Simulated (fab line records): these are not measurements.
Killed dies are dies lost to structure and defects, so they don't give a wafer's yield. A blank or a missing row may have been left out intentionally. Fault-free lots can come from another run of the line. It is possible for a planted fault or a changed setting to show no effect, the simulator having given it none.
Matching of chambers    flow nand-harc    pecvd-01 running NHARC_THIN_TSV_DEP_43: 3 sister chambers
The step deposits SiO2, target thk 1328.5 nm. 3 wafers are shown with their chamber, then 10 later ones without.

## EACH WAFER AND ITS CHAMBER
wafer   chamber  throttle-valve-pct (%)
L589.4  1        16.0
L592.2  2        16.2
L592.3  0        16.6

## WAFERS WHOSE CHAMBER IS MISSING
wafer   throttle-valve-pct (%)
L592.6  15.9
L593.1  16.5
L593.3  16.6
L593.6  16.5
L594.3  16.1
L594.4  16.4
L594.5  16.8
L597.3  16.1
L597.5  16.2
L597.6  16.7

## WHICH CHAMBER EACH WENT THROUGH
wafer   from the rows above           in truth
L592.6  can't be placed: 1 or 2       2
L593.1  can't be placed: 0 or 2       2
L593.3  0                             0
L593.6  can't be placed: 0 or 2       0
L594.3  can't be placed: 2 or 1       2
L594.4  can't be placed: 2 or 0 or 1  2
L594.5  0                             0
L597.3  can't be placed: 2 or 1       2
L597.5  can't be placed: 2 or 1       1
L597.6  0                             0
3 of 10 placed correctly. Cannot be placed on the basis of these rows: 7; the candidates contain the true chamber in 7. Number placed wrongly: 0.
How it was worked out, from the rows above alone: a wafer's distance from a chamber is the root of the sum, over the readings, of the square of ((its reading less the chamber's mean) divided by the reading's scatter). The wafer belongs to the nearest chamber; if the next one is less than 2 further off, it can't be placed. A chamber's mean is the mean of its shown wafers. The scatter: root of mean squared gap, hidden wafer to nearest shown wafer, with one shown wafer a chamber.
